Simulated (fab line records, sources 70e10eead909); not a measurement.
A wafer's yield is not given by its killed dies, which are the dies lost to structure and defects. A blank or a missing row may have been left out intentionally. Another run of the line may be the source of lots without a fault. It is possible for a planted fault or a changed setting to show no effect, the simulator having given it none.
One fault seen from 2 desks    flow nand-harc    every desk sees just its own numbers, and what lay behind them comes last

AT THE METROLOGY DESK
What the gauges read for every lot (on any tool): the sampled wafers with a number, averaged. Any lot whose mean is over 4 standard deviations away from the usual mean is out of limits and marked OUT; that distance is given in the brackets.
Columns: A = cd-nm at NHARC_P_M1_CD_MEAS_16, usual 130.1 nm; B = thk-nm at NHARC_P_M1_THK_MEAS_24, usual 157.9 nm
lot   first seen here  A      B
L764  day 7 06:08      130.2  158.4
L771  day 9 15:25      130.2  158.8
L781  day 14 09:20     130.2  158.0
L783  day 14 15:40     130.5  158.0
L784  day 15 04:08     130.0  156.4
L786  day 15 21:43     129.5  157.8
Finding of this desk: none of the 6 lots has anything out of limits.

THE DEFECT DESK
For each lot, the counts of the inspections along the route, averaged over the sampled wafers that have a number. Any lot whose mean is over 4 standard deviations away from the usual mean is out of limits and marked OUT; that distance is given in the brackets.
Columns: A = raw-defect-count at NHARC_P_M1_INSPECT_11, usual 5
lot   first seen here  A
L764  day 7 05:43      5
L771  day 9 15:03      3
L781  day 14 08:58     15
L783  day 14 15:17     4
L784  day 15 03:46     4
L786  day 15 21:20     2
Finding of this desk: none of the 6 lots has anything out of limits.

ALL TOGETHER
At the metrology desk, nothing out of limits was observed.
The defect desk saw nothing out of limits.

WHAT THE SIMULATOR PUT IN
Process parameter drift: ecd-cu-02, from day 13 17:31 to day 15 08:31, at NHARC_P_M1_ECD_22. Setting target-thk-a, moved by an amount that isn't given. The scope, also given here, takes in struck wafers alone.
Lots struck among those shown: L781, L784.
